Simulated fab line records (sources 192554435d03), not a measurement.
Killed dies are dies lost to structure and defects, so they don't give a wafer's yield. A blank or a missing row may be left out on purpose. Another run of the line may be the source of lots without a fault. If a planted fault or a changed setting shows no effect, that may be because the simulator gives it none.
fab line records	flow n5_finfet
record: lots: 10	wafers: 30	last_day: 18
route steps=1938 shown BEOL_M10@1483 PASSIVATION@1936
lots untouched by any fault: they come from a run of this same line in which no faults occurred
start_h: start of the lot's first displayed wafer, in hours after the record's first day	wait_h: hours since the lot's step before	" unchanged from the row above	L1.1+2: a row that stands for several wafers	- no value, or no start given	* or withheld: withheld	< > ~ a bound
route shown NAME@n: NAME is a module with steps in the file, n the number in the route of the first one	usual: the fault-free wafers' mean and standard deviation	same: alike in all rows	chamber/n: place in a boat	sites: the reading at each site	_std_site: standard deviation of those values	_edge_site: outer sites' mean less inner sites'	radius_mm: for every site, how far away it sits from the centre of the wafer	mask NAME#n: copy n	behind: the most recent tool/chamber to have shaped the wafer	hold: why the lot went on hold/how many hours it stayed there/how the hold came to an end	device: names the non-switching transistor (n, p or np)	end of line: the tests these same wafers got at the end of their route	where a step has no rows: the recipe by itself	killed: dies that structure and defects cost at the first sort, which is not the same as the wafer's yield	map: dies across one wafer; x = killed, . = not, _ = none there
set.NAME: the setting as run; set.NAME@STEP: as run at that earlier step	model.NAME: the simulator's own value behind a step, which no gauge read
one table for each step of the route and one row for each wafer, over a sample of lots
services: when a tool's chamber went out of use (start_h, in hours from the record's first day, below 0 if earlier), for how many hours, and the reason
== steps ==
step: N5_BEOL_M10_CD_MEAS_11
recipe: target_cd_nm: 64.1	landing_energy_ev: 500	detector: se_inlens	polarity: opening
usual: cd_nm: 63.8/0.59
same: landing_energy_ev: 500
lot.wafer	tool	chamber	start_h	wait_h	cd_nm
L216.1	cd_sem-01	0	245.25	-	63.0
L216.2	"	0	"	"	64.3
L216.4	"	0	"	"	64.7
L218.1	cd_sem-03	0	247.96	-	63.9
L218.2	"	0	"	"	63.2
L218.5	"	0	"	"	63.9
L219.2	cd_sem-01	0	256.00	-	65.3
L219.3	"	0	"	"	63.8
L219.6	"	0	"	"	64.8
L222.3	cd_sem-01	0	275.82	-	64.4
L222.4	"	0	"	"	63.3
L222.6	"	0	"	"	63.6
L226.1	cd_sem-02	0	332.27	-	63.0
L226.2	"	0	"	"	63.0
L226.5	"	0	"	"	62.4
L231.1	cd_sem-03	0	343.10	-	64.7
L231.2	"	0	"	"	63.4
L231.6	"	0	"	"	63.3
L228.1	cd_sem-03	0	343.32	-	64.0
L228.4	"	0	"	"	64.1
L228.5	"	0	"	"	63.2
L229.2	cd_sem-03	0	343.53	-	63.5
L229.3	"	0	"	"	64.3
L229.5	"	0	"	"	64.7
L230.1	cd_sem-02	0	344.07	-	63.1
L230.4	"	0	"	"	64.7
L230.6	"	0	"	"	64.8
L234.1	cd_sem-03	0	373.16	-	64.1
L234.2	"	0	"	"	62.5
L234.4	"	0	"	"	62.8
step: N5_BEOL_M10_STRIP_67
recipe: chemistry: CF4	resist: SiARC	power_w: 300	bias_power_w: 75	pressure_mtorr: 50	cf4_flow_sccm: 150	rf_frequency_hz: 6e+07
usual: drypump_motor_current_A: 5.6/0.49	oes_product_au: 0.79/0.089	rf_vpp_V: 271.3/1.7	showerhead_plenum_p_Torr: 1.80/0.064	throttle_valve_pct: 13.49/0.28
lot.wafer	tool	chamber	start_h	wait_h	drypump_motor_current_A	oes_product_au	rf_hours_counter_h	rf_vpp_V	showerhead_plenum_p_Torr	throttle_valve_pct
L216.1	rie_diel-03	0	245.57	0.0	5.2	0.86	36	272.5	1.90	13.26
L216.2	"	1	"	"	5.4	0.83	50	271.5	1.74	13.07
L216.4	"	2	"	"	4.7	0.93	15	269.4	1.76	13.17
L218.1	rie_diel-05	1	248.28	0.0	5.4	0.71	210	271.2	1.75	13.71
L218.2	"	3	"	"	4.8	0.70	215	273.4	1.85	13.71
L218.5	"	0	"	"	5.3	0.70	-	271.9	1.78	13.55
L219.2	rie_diel-01	3	256.32	0.0	5.7	0.87	34	269.4	1.76	13.22
L219.3	"	1	"	"	5.9	0.69	210	273.3	1.84	13.80
L219.6	"	2	"	"	5.5	0.87	-	272.8	1.91	13.25
L222.3	rie_diel-05	2	276.14	0.0	6.2	0.69	225	269.6	1.71	13.92
L222.4	"	3	"	"	4.8	0.70	224	272.7	1.85	13.73
L222.6	"	3	"	"	4.8	0.70	-	273.0	1.85	13.72
L226.1	rie_diel-03	1	332.59	0.0	5.4	0.81	77	269.7	1.73	13.14
L226.2	"	0	"	"	5.2	0.82	64	273.0	1.89	13.30
L226.5	"	0	"	"	5.2	0.82	-	271.2	1.89	13.31
L231.1	rie_diel-03	1	343.42	0.0	5.4	0.80	81	271.5	1.73	13.15
L231.2	"	3	"	"	6.4	0.71	187	269.6	1.72	13.95
L231.6	"	1	"	"	5.4	0.80	-	269.3	1.73	13.17
L228.1	rie_diel-01	3	343.75	0.0	5.7	0.83	67	269.0	1.75	13.31
L228.4	"	3	"	"	5.7	0.82	-	270.7	1.75	13.32
L228.5	"	3	"	"	5.8	0.82	-	271.0	1.75	13.31
L229.2	rie_diel-01	3	344.13	0.0	5.7	0.82	67	268.9	1.75	13.33
L229.3	"	3	"	"	5.7	0.82	-	269.5	1.75	13.30
L229.5	"	3	"	"	5.7	0.82	-	269.6	1.75	13.31
L230.1	rie_diel-05	2	344.39	0.0	6.2	0.67	248	269.6	1.71	13.97
L230.4	"	0	"	"	5.2	0.68	238	269.2	1.77	13.62
L230.6	"	0	"	"	5.2	0.68	-	270.3	1.77	13.62
L234.1	rie_diel-05	0	373.73	0.0	5.2	0.67	251	271.0	1.76	13.64
L234.2	"	2	"	"	6.2	0.99	1	274.5	1.92	13.39
L234.4	"	0	"	"	5.2	0.67	-	268.7	1.76	13.65
step: N5_BEOL_M10_STRIP_19
recipe: chemistry: O2	power_w: 400	temp_c: 40	pressure_mtorr: 30	rf_frequency_hz: 6e+07	bias_power_w: 0	overash_fraction: 0.2	o2_flow_sccm: 225
usual: drypump_motor_current_A: 5.5/0.48	oes_product_au: 0.77/0.095	rf_vpp_V: 3.6/0.64	showerhead_plenum_p_Torr: 2.10/0.08	throttle_valve_pct: 16.61/0.27
same: overash_fraction: 0.2
lot.wafer	tool	chamber	start_h	wait_h	drypump_motor_current_A	oes_product_au	rf_hours_counter_h	rf_vpp_V	showerhead_plenum_p_Torr	throttle_valve_pct
L216.1	rie_diel-01	3	245.72	0.1	5.7	0.86	31	3.4	2.07	16.44
L216.2	"	2	"	"	5.5	0.88	38	3.2	2.24	16.35
L216.4	"	1	"	"	5.9	0.69	205	3.3	2.17	16.87
L218.1	rie_diel-05	3	248.44	0.1	4.8	0.69	215	3.8	2.16	16.73
L218.2	"	0	"	"	5.2	0.68	203	4.1	2.06	16.45
L218.5	"	1	"	"	5.4	0.69	-	3.2	2.08	16.93
L219.2	rie_diel-05	2	256.57	0.2	6.2	0.69	220	4.2	1.98	16.93
L219.3	"	1	"	"	5.4	0.69	214	3.1	2.08	16.94
L219.6	"	2	"	"	6.2	0.69	-	3.7	1.98	16.94
L222.3	rie_diel-03	1	276.32	0.1	5.4	0.80	58	3.5	2.05	16.30
L222.4	"	3	"	"	6.5	0.72	163	2.7	2.00	16.92
L222.6	"	1	"	"	5.4	0.82	-	3.7	2.05	16.28
L226.1	rie_diel-03	3	332.74	0.1	6.5	0.71	183	3.6	1.99	16.96
L226.2	"	2	"	"	4.7	0.89	44	2.9	2.05	16.35
L226.5	"	0	"	"	5.2	0.80	-	2.6	2.20	16.37
L231.1	rie_diel-03	2	343.67	0.2	4.7	0.86	47	4.4	2.05	16.37
L231.2	"	0	"	"	5.2	0.80	67	3.8	2.20	16.35
L231.6	"	0	"	"	5.2	0.81	-	3.7	2.20	16.34
L228.1	rie_diel-05	0	343.92	0.1	5.2	0.66	238	2.8	2.05	16.52
L228.4	"	3	"	"	4.8	0.67	247	4.4	2.15	16.80
L228.5	"	3	"	"	4.8	0.68	-	3.1	2.15	16.79
L229.2	rie_diel-05	2	344.41	0.2	6.2	0.67	248	3.5	1.97	16.98
L229.3	"	3	"	"	4.8	0.67	247	4.5	2.15	16.78
L229.5	"	1	"	"	5.4	0.67	-	3.7	2.07	17.01
L230.1	rie_diel-03	3	344.54	0.1	6.5	0.71	187	3.2	1.99	16.96
L230.4	"	0	"	"	5.2	0.80	68	2.8	2.20	16.35
L230.6	"	2	"	"	4.7	0.87	-	3.4	2.05	16.35
L234.1	rie_diel-05	0	373.90	0.1	5.2	0.65	251	4.7	2.04	16.53
L234.2	"	2	"	"	6.2	1.00	1	3.6	2.23	16.43
L234.4	"	0	"	"	5.2	0.65	-	3.9	2.04	16.53
step: N5_BEOL_M10_INSPECT_30
recipe: mode: adi	inspect_instrument: brightfield
usual: raw_defect_count: 396/94
lot.wafer	tool	chamber	start_h	wait_h	raw_defect_count
L216.1	defect_inspect-01	-	246.25	0.0	397
L216.2	"	-	"	"	528
L216.4	"	-	"	"	478
L218.1	defect_inspect-02	-	249.90	0.0	404
L218.2	"	-	"	"	395
L218.5	"	-	"	"	429
L219.2	defect_inspect-01	-	257.33	0.0	384
L219.3	"	-	"	"	377
L219.6	"	-	"	"	453
L222.3	defect_inspect-02	-	276.85	0.0	280
L222.4	"	-	"	"	438
L222.6	"	-	"	"	334
L226.1	defect_inspect-01	-	336.26	0.0	413
L226.2	"	-	"	"	354
L226.5	"	-	"	"	331
L231.1	defect_inspect-01	-	344.28	0.0	403
L231.2	"	-	"	"	828
L231.6	"	-	"	"	973
L228.1	defect_inspect-01	-	344.64	0.0	486
L228.4	"	-	"	"	575
L228.5	"	-	"	"	366
L229.2	defect_inspect-01	-	344.83	0.0	342
L229.3	"	-	"	"	383
L229.5	"	-	"	"	261
L230.1	defect_inspect-02	-	344.95	0.0	330
L230.4	"	-	"	"	910
L230.6	"	-	"	"	358
L234.1	defect_inspect-01	-	374.66	0.0	286
L234.2	"	-	"	"	369
L234.4	"	-	"	"	548
step: N5_BEOL_M10_DESCUM_33
recipe: chemistry: O2	time_s: 7.9	source_power_w: 50	bias_power_w: 20	pressure_mtorr: 20	rf_frequency_hz: 2.712e+07	temp_c: 40	resist: CAR-ArF	o2_flow_sccm: 225
usual: drypump_motor_current_A: 5.6/0.47	oes_product_au: 0.78/0.088	rf_vpp_V: 243.2/1.5	showerhead_plenum_p_Torr: 2.11/0.083	throttle_valve_pct: 20.36/0.27
lot.wafer	tool	chamber	start_h	wait_h	drypump_motor_current_A	oes_product_au	rf_hours_counter_h	rf_vpp_V	showerhead_plenum_p_Torr	throttle_valve_pct
L216.1	rie_diel-05	1	246.29	0.0	5.4	0.69	209	243.0	2.08	20.71
L216.2	"	3	"	"	4.8	0.69	214	245.2	2.16	20.44
L216.4	"	0	"	"	5.2	0.68	-	241.7	2.06	20.06
L218.1	rie_diel-03	2	250.30	0.4	4.7	0.94	17	240.9	2.05	20.09
L218.2	"	3	"	"	6.5	0.73	157	242.6	1.99	20.71
L218.5	"	0	"	"	5.2	0.85	-	244.6	2.20	20.10
L219.2	rie_diel-01	2	257.37	0.0	5.6	0.88	42	244.3	2.24	20.17
L219.3	"	3	"	"	5.8	0.86	35	244.2	2.07	20.19
L219.6	"	0	"	"	6.0	0.67	-	244.6	2.18	20.75
L222.3	rie_diel-01	0	276.97	0.1	6.0	0.65	246	243.8	2.18	20.76
L222.4	"	2	"	"	5.5	0.87	48	245.8	2.23	20.18
L222.6	"	1	"	"	5.9	0.69	-	243.4	2.16	20.59
L226.1	rie_diel-03	2	336.61	0.4	4.7	0.87	44	242.0	2.04	20.14
L226.2	"	3	"	"	6.4	0.70	184	241.4	1.98	20.71
L226.5	"	2	"	"	4.7	0.88	-	242.4	2.04	20.14
L231.1	rie_diel-05	1	344.45	0.2	5.4	0.67	241	242.8	2.07	20.73
L231.2	"	0	"	"	5.2	0.67	238	242.2	2.04	20.11
L231.6	"	2	"	"	6.2	0.67	-	240.0	1.97	20.77
L228.1	rie_diel-01	3	344.67	0.0	5.7	0.81	67	242.4	2.06	20.24
L228.4	"	3	"	"	5.7	0.81	-	241.1	2.06	20.25
L228.5	"	0	"	"	6.0	0.93	-	243.8	2.17	20.48
L229.2	rie_diel-03	2	344.86	0.0	4.7	0.88	48	243.4	2.04	20.12
L229.3	"	0	"	"	5.2	0.80	68	245.2	2.19	20.15
L229.5	"	2	"	"	4.7	0.87	-	242.5	2.04	20.15
L230.1	rie_diel-01	2	345.23	0.3	5.6	0.84	71	244.3	2.23	20.22
L230.4	"	0	"	"	6.0	0.92	-	245.5	2.17	20.49
L230.6	"	3	"	"	5.8	0.82	-	241.7	2.06	20.23
L234.1	rie_diel-03	3	374.69	0.0	6.5	0.70	200	240.0	1.98	20.76
L234.2	"	1	"	"	5.4	0.77	95	241.7	2.03	20.06
L234.4	"	1	"	"	5.4	0.77	-	242.4	2.03	20.07
step: N5_PASSIVATION_PROBE_49
usual: defect_limited_yield: 91.5/1.3	killed_at_M0_to_M3: 36/10	killed_at_M4_up: 13/4.7	killed_at_contacts: 13/6.7	killed_at_front_end: 37/9.7	killed_at_other: 2.6/2.3	killed_dies: 101/15	killed_open: 67/12	killed_short: 32/6.7	sort_bin_5_function: 5.0/0.89	sort_bin_6_memory: 3.2/0.63	sort_bin_8_speed: 0.01/0.03	sort_n_pass: 1079/16	sort_yield_pct: 91.4/1.4
same: gross_dies: 1180	killed_at_back_side: 0	sort_bin_4_leakage[%]: 0
lot.wafer	tool	chamber	start_h	wait_h	defect_limited_yield[%]	killed_at_M0_to_M3	killed_at_M4_up	killed_at_contacts	killed_at_front_end	killed_at_other	killed_dies	killed_open	killed_short	sort_bin_5_function[%]	sort_bin_6_memory[%]	sort_bin_8_speed[%]	sort_n_pass	sort_yield_pct[%]
L218.1	prober-02	-	309.42	0.0	91.1	26	12	22	45	0	105	80	24	5.0	3.5	0	1075	91.1
L218.2	prober-02	-	309.47	0.1	90.9	35	10	10	45	7	107	64	42	4.7	4.2	0	1073	90.9
L218.5	prober-02	-	309.62	0.2	89.7	43	22	12	43	1	121	81	39	6.0	3.8	0	1059	89.7
L216.1	prober-01	-	312.98	0.0	91.9	28	8	17	37	5	95	70	25	4.7	3.3	0	1085	91.9
L216.2	prober-01	-	313.03	0.1	92.7	27	9	15	30	5	86	57	25	4.2	2.7	0	1094	92.7
L216.4	prober-01	-	313.13	0.2	93.1	30	17	8	25	2	82	54	26	4.2	2.7	0	1098	93.1
L219.2	prober-01	-	320.39	0.1	93.3	30	8	10	29	2	79	56	23	4.1	2.5	0	1101	93.3
L219.3	prober-01	-	320.44	0.1	91.0	29	12	17	47	1	106	56	44	4.7	3.4	0	1074	91.0
L219.6	prober-01	-	320.59	0.3	91.5	22	9	23	43	3	100	65	35	4.9	3.5	0	1080	91.5
L222.3	prober-02	-	343.10	0.1	93.1	33	9	4	32	4	82	52	29	4.7	1.9	0	1098	93.1
L222.4	prober-02	-	343.15	0.2	91.4	42	9	12	37	1	101	69	32	5.0	3.1	0	1079	91.4
L222.6	prober-02	-	343.25	0.3	91.2	45	11	9	35	4	104	62	40	5.1	3.1	0	1076	91.2
L226.1	prober-01	-	386.66	0.0	88.9	42	5	41	41	2	131	94	37	7.1	3.6	0	1049	88.9
L226.2	prober-01	-	386.71	0.1	90.6	44	12	19	34	2	111	78	28	5.4	3.4	0.08	1069	90.6
L226.5	prober-01	-	386.86	0.2	88.6	59	12	18	43	2	134	90	41	6.5	4.1	0	1046	88.6
L231.1	prober-02	-	387.00	0.0	92.1	30	20	9	32	2	93	60	31	4.6	3.0	0	1087	92.1
L231.2	prober-02	-	387.05	0.1	82.7	33	116	24	29	2	204	59	35	11.0	4.3	0	976	82.7
L231.6	prober-02	-	387.25	0.3	84.1	25	131	14	15	3	188	49	17	10.6	3.6	0	992	84.1
L229.2	prober-02	-	398.03	0.1	91.5	39	12	2	45	2	100	64	35	5.1	3.0	0.17	1078	91.4
L229.3	prober-02	-	398.08	0.1	91.9	43	6	5	39	3	96	70	24	5.8	2.3	0	1084	91.9
L229.5	prober-02	-	398.18	0.2	92.8	33	10	13	28	1	85	60	25	4.2	3.0	0	1095	92.8
L228.1	prober-01	-	398.61	0.0	91.6	31	16	10	40	2	99	65	34	4.6	3.2	0	1081	91.6
L228.4	prober-01	-	398.76	0.2	91.9	35	16	9	35	1	96	67	28	4.9	2.8	0	1084	91.9
L228.5	prober-01	-	398.81	0.2	92.3	21	12	9	43	6	91	52	36	3.6	3.4	0	1089	92.3
L230.1	prober-02	-	402.38	0.0	92.8	28	14	15	26	2	85	68	16	4.1	3.1	0	1095	92.8
L230.4	prober-02	-	402.53	0.2	83.9	24	133	1	29	3	190	46	22	10.1	4.0	0	990	83.9
L230.6	prober-02	-	402.63	0.3	92.5	35	9	10	34	0	88	56	29	4.0	3.0	0	1092	92.5
L234.1	prober-02	-	439.10	0.0	89.9	31	11	22	49	6	119	89	29	6.6	3.1	0	1061	89.9
L234.2	prober-02	-	439.15	0.1	89.0	50	9	19	50	2	130	93	34	6.0	4.7	0	1050	89.0
L234.4	prober-02	-	439.25	0.2	90.3	34	16	25	35	5	115	82	30	5.4	3.8	0.08	1065	90.3
killed by level:class
L218.1 MOL_CONTACT_COAG:geometric_particle:open=18 FIN_SAQP:geometric_particle:open=14 BEOL_M1:geometric_particle:open=8 BEOL_M2:geometric_particle:open=7 DUMMY_GATE:geometric_particle:open=5 BEOL_M3:geometric_particle:open=5 FIN_SAQP:geometric_particle:short=4 MOL_CONTACT_COAG:geometric_particle:short=4
L218.2 FIN_SAQP:geometric_particle:open=15 FIN_SAQP:geometric_particle:short=12 BEOL_M0_SAQP:geometric_particle:short=9 MOL_CONTACT_COAG:geometric_particle:open=8 BEOL_M0_SAQP:geometric_particle:open=7 BEOL_M1:geometric_particle:open=6 BEOL_M3:geometric_particle:open=6 STI_FIN_REVEAL:geometric_particle:open=5
L218.5 FIN_SAQP:geometric_particle:open=14 BEOL_M0_SAQP:geometric_particle:open=11 MOL_CONTACT_COAG:geometric_particle:open=9 BEOL_M0_SAQP:geometric_particle:short=9 BEOL_M3:geometric_particle:open=9 BEOL_M4:geometric_particle:open=8 BEOL_M2:geometric_particle:open=6 BEOL_M4:geometric_particle:short=6
L216.1 MOL_CONTACT_COAG:geometric_particle:open=14 STI_FIN_REVEAL:geometric_particle:open=10 BEOL_M3:geometric_particle:open=9 BEOL_M0_SAQP:geometric_particle:open=5 BEOL_M1:geometric_particle:open=5 FIN_SAQP:geometric_particle:open=4 STARTING-WAFER:geometric_particle:short=4 DUMMY_GATE:geometric_particle:open=3
L216.2 MOL_CONTACT_COAG:geometric_particle:open=11 FIN_SAQP:geometric_particle:open=8 BEOL_M1:geometric_particle:open=7 BEOL_M3:geometric_particle:open=7 FIN_SAQP:geometric_particle:short=5 STI_FIN_REVEAL:geometric_particle:open=5 MOL_CONTACT_COAG:geometric_particle:short=4 BEOL_M4:geometric_particle:open=4
L216.4 BEOL_M1:geometric_particle:open=10 MOL_CONTACT_COAG:geometric_particle:open=7 BEOL_M3:geometric_particle:open=7 BEOL_M4:geometric_particle:open=6 FIN_SAQP:geometric_particle:short=5 GATE_CUT:geometric_particle:short=5 BEOL_M2:geometric_particle:open=5 BEOL_M5:geometric_particle:open=5
L219.2 BEOL_M1:geometric_particle:open=10 FIN_SAQP:geometric_particle:open=8 MOL_CONTACT_COAG:geometric_particle:open=8 BEOL_M0_SAQP:geometric_particle:short=7 STI_FIN_REVEAL:geometric_particle:open=5 ILD0:geometric_particle:short=4 BEOL_M0_SAQP:geometric_particle:open=4 DUMMY_GATE:geometric_particle:open=3
L219.3 BEOL_M3:geometric_particle:open=12 MOL_CONTACT_COAG:geometric_particle:short=10 FIN_SAQP:geometric_particle:open=8 FIN_SAQP:geometric_particle:short=8 GATE_CUT:geometric_particle:short=8 MOL_CONTACT_COAG:geometric_particle:open=7 HKMG_FIN:area_etch=6 BEOL_M0_SAQP:geometric_particle:short=4
L219.6 MOL_CONTACT_COAG:geometric_particle:open=18 ILD0:geometric_particle:short=9 BEOL_M3:geometric_particle:open=9 STI_FIN_REVEAL:geometric_particle:open=6 FIN_SAQP:geometric_particle:open=5 GATE_CUT:geometric_particle:short=5 GATE_CUT:geometric_particle:open=5 MOL_CONTACT_COAG:geometric_particle:short=5
L222.3 BEOL_M2:geometric_particle:open=11 BEOL_M0_SAQP:geometric_particle:short=10 BEOL_M0_SAQP:geometric_particle:open=7 FIN_SAQP:geometric_particle:short=6 STI_FIN_REVEAL:geometric_particle:open=5 FIN_SAQP:geometric_particle:open=4 STARTING-WAFER:geometric_particle:open=4 GATE_CUT:geometric_particle:short=3
L222.4 BEOL_M0_SAQP:geometric_particle:short=14 MOL_CONTACT_COAG:geometric_particle:open=10 BEOL_M0_SAQP:geometric_particle:open=10 BEOL_M2:geometric_particle:open=10 FIN_SAQP:geometric_particle:open=9 STARTING-WAFER:geometric_particle:open=6 GATE_CUT:geometric_particle:open=5 FIN_SAQP:geometric_particle:short=4
L222.6 BEOL_M2:geometric_particle:open=13 BEOL_M0_SAQP:geometric_particle:short=12 FIN_SAQP:geometric_particle:open=8 BEOL_M0_SAQP:geometric_particle:open=8 FIN_SAQP:geometric_particle:short=6 MOL_CONTACT_COAG:geometric_particle:open=6 BEOL_M1:geometric_particle:open=6 STI_FIN_REVEAL:geometric_particle:open=5
L226.1 MOL_CONTACT_COAG:geometric_particle:open=30 BEOL_M1:geometric_particle:open=13 MOL_CONTACT_COAG:geometric_particle:short=11 BEOL_M2:geometric_particle:open=10 FIN_SAQP:geometric_particle:open=9 STI_FIN_REVEAL:geometric_particle:open=9 BEOL_M0:geometric_particle:open=5 FIN_SAQP:geometric_particle:short=4
L226.2 MOL_CONTACT_COAG:geometric_particle:open=15 FIN_SAQP:geometric_particle:open=10 BEOL_M2:geometric_particle:open=10 BEOL_M1:geometric_particle:open=9 BEOL_M0_SAQP:geometric_particle:short=8 FIN_SAQP:geometric_particle:short=6 BEOL_M5:geometric_particle:open=5 MOL_CONTACT_COAG:geometric_particle:short=4
L226.5 BEOL_M2:geometric_particle:open=14 MOL_CONTACT_COAG:geometric_particle:open=13 BEOL_M0_SAQP:geometric_particle:short=13 BEOL_M0_SAQP:geometric_particle:open=13 FIN_SAQP:geometric_particle:open=9 FIN_SAQP:geometric_particle:short=8 BEOL_M3:geometric_particle:open=7 BEOL_M4:geometric_particle:open=7
L231.1 BEOL_M4:geometric_particle:open=9 MOL_CONTACT_COAG:geometric_particle:open=8 STI_FIN_REVEAL:geometric_particle:open=6 BEOL_M0_SAQP:geometric_particle:open=6 BEOL_M0_SAQP:geometric_particle:short=6 GATE_CUT:geometric_particle:short=5 BEOL_M2:geometric_particle:open=5 BEOL_M3:geometric_particle:open=4
L231.2 BEOL_M10:unspecified=109 MOL_CONTACT_COAG:geometric_particle:open=20 BEOL_M0_SAQP:geometric_particle:short=12 GATE_CUT:geometric_particle:short=5 BEOL_M0_SAQP:geometric_particle:open=5 BEOL_M3:geometric_particle:open=5 FIN_SAQP:geometric_particle:short=4 STI_FIN_REVEAL:geometric_particle:open=4
L231.6 BEOL_M10:unspecified=122 BEOL_M2:geometric_particle:open=11 MOL_CONTACT_COAG:geometric_particle:open=10 DUMMY_GATE:geometric_particle:open=4 MOL_CONTACT_COAG:geometric_particle:short=4 BEOL_M1:geometric_particle:open=4 BEOL_M3:geometric_particle:open=4 BEOL_M0_SAQP:geometric_particle:short=3
L229.2 DUMMY_GATE:geometric_particle:open=8 STI_FIN_REVEAL:geometric_particle:open=7 BEOL_M0_SAQP:geometric_particle:short=7 BEOL_M2:geometric_particle:open=7 GATE_CUT:geometric_particle:short=6 BEOL_M3:geometric_particle:open=6 BEOL_M1:geometric_particle:open=6 FIN_SAQP:geometric_particle:open=5
L229.3 BEOL_M3:geometric_particle:open=13 FIN_SAQP:geometric_particle:open=10 GATE_CUT:geometric_particle:short=9 BEOL_M1:geometric_particle:open=8 DUMMY_GATE:geometric_particle:open=7 MOL_CONTACT_COAG:geometric_particle:open=5 BEOL_M2:geometric_particle:open=5 BEOL_M0:geometric_particle:open=5
L229.5 MOL_CONTACT_COAG:geometric_particle:open=10 BEOL_M2:geometric_particle:open=8 FIN_SAQP:geometric_particle:open=5 FIN_SAQP:geometric_particle:short=5 BEOL_M0_SAQP:geometric_particle:open=5 BEOL_M1:geometric_particle:open=5 DUMMY_GATE:geometric_particle:open=4 GATE_CUT:geometric_particle:short=4
L228.1 BEOL_M0_SAQP:geometric_particle:open=11 MOL_CONTACT_COAG:geometric_particle:open=9 BEOL_M0_SAQP:geometric_particle:short=9 BEOL_M4:geometric_particle:open=7 GATE_CUT:geometric_particle:short=6 BEOL_M1:geometric_particle:open=6 FIN_SAQP:geometric_particle:open=5 FIN_SAQP:geometric_particle:short=5
L228.4 BEOL_M2:geometric_particle:open=12 FIN_SAQP:geometric_particle:open=8 MOL_CONTACT_COAG:geometric_particle:open=8 FIN_SAQP:geometric_particle:short=7 STI_FIN_REVEAL:geometric_particle:open=7 BEOL_M1:geometric_particle:open=6 BEOL_M0_SAQP:geometric_particle:open=5 BEOL_M0_SAQP:geometric_particle:short=5
L228.5 FIN_SAQP:geometric_particle:open=12 FIN_SAQP:geometric_particle:short=8 BEOL_M0_SAQP:geometric_particle:short=6 STI_FIN_REVEAL:geometric_particle:open=5 GATE_CUT:geometric_particle:short=5 MOL_CONTACT_COAG:geometric_particle:open=5 MOL_CONTACT_COAG:geometric_particle:short=4 BEOL_M0_SAQP:geometric_particle:open=4
L230.1 MOL_CONTACT_COAG:geometric_particle:open=15 BEOL_M1:geometric_particle:open=11 STI_FIN_REVEAL:geometric_particle:open=8 BEOL_M0_SAQP:geometric_particle:open=8 BEOL_M4:geometric_particle:open=7 FIN_SAQP:geometric_particle:open=6 BEOL_M0_SAQP:geometric_particle:short=4 BEOL_M2:geometric_particle:open=3
L230.4 BEOL_M10:unspecified=119 BEOL_M0:geometric_particle:open=7 FIN_SAQP:geometric_particle:open=6 DUMMY_GATE:geometric_particle:open=6 BEOL_M4:geometric_particle:open=6 BEOL_M1:geometric_particle:open=5 DUMMY_GATE:geometric_particle:short=4 BEOL_M0_SAQP:geometric_particle:short=4
L230.6 BEOL_M3:geometric_particle:open=13 FIN_SAQP:geometric_particle:open=9 MOL_CONTACT_COAG:geometric_particle:open=7 BEOL_M2:geometric_particle:open=7 FIN_SAQP:geometric_particle:short=6 STI_FIN_REVEAL:geometric_particle:open=5 BEOL_M1:geometric_particle:open=5 BEOL_M4:geometric_particle:open=4
L234.1 MOL_CONTACT_COAG:geometric_particle:open=19 FIN_SAQP:geometric_particle:open=16 BEOL_M1:geometric_particle:open=9 FIN_SAQP:geometric_particle:short=7 STI_FIN_REVEAL:geometric_particle:open=6 GATE_CUT:geometric_particle:short=6 BEOL_M0_SAQP:geometric_particle:open=6 BEOL_M2:geometric_particle:open=5
L234.2 FIN_SAQP:geometric_particle:open=19 BEOL_M1:geometric_particle:open=19 MOL_CONTACT_COAG:geometric_particle:open=16 FIN_SAQP:geometric_particle:short=8 BEOL_M0_SAQP:geometric_particle:open=8 BEOL_M1:geometric_particle:short=8 DUMMY_GATE:geometric_particle:open=6 STI_FIN_REVEAL:geometric_particle:open=5
L234.4 MOL_CONTACT_COAG:geometric_particle:open=19 STI_FIN_REVEAL:geometric_particle:open=9 BEOL_M0_SAQP:geometric_particle:open=7 BEOL_M0_SAQP:geometric_particle:short=7 MOL_CONTACT_COAG:geometric_particle:short=6 BEOL_M2:geometric_particle:open=6 BEOL_M5:geometric_particle:open=6 FIN_SAQP:geometric_particle:open=4
== services ==
tool	chamber	start_h	hours	kind
rie_diel-05	3	226.98	4.9	repair
rie_diel-01	2	234.02	5.6	repair
rie_diel-05	2	241.81	11.7	repair
rie_diel-05	1	284.48	2.8	repair
rie_diel-01	0	288.98	-	clean
rie_diel-01	0	288.98	-	consumable_replace:focus_ring
rie_diel-01	0	288.98	18.9	scheduled_down
rie_diel-01	0	288.98	18.9	vent_cycle
rie_diel-01	1	330.90	18.3	repair
rie_diel-05	1	334.52	2.8	repair
rie_diel-05	2	353.01	-	clean
rie_diel-05	2	353.01	-	consumable_replace:focus_ring
rie_diel-05	2	353.01	-	consumable_replace:showerhead
rie_diel-05	2	353.01	18.7	scheduled_down
rie_diel-05	2	353.01	18.7	vent_cycle
rie_diel-03	2	357.16	20.5	repair
rie_diel-05	3	371.89	-	clean
rie_diel-05	3	371.89	-	consumable_replace:focus_ring
rie_diel-05	3	371.89	23.2	scheduled_down
rie_diel-05	3	371.89	23.2	vent_cycle
== key ==
first_sign: step: N5_BEOL_M10_INSPECT_30	reading: raw_defect_count	direction: up	sigmas: 5.4	usual: 396	struck: 904
effect: step: N5_PASSIVATION_PROBE_49	reading: killed_at_M4_up	direction: up	sigmas: 25	usual: 13	struck: 127
more_kills_born_at: N5_BEOL_M10_STRIP_19@rie_diel-03: 350
met_at N5_BEOL_M10_STRIP_19
struck_lots L230,L231
struck_wafers L230.4,L231.2,L231.6
not_acting_at N5_BEOL_M10_CD_MEAS_11,N5_BEOL_M10_STRIP_67,N5_BEOL_M10_DESCUM_33
onset_between 332.74 343.67
fault: kind: chamber_particle_source	tool: rie_diel-03	chamber: 0	onset_h: 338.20	steps: N5_BEOL_M10_STRIP_19	rate_per_visit_cm2: 0.70684	end_h: 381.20
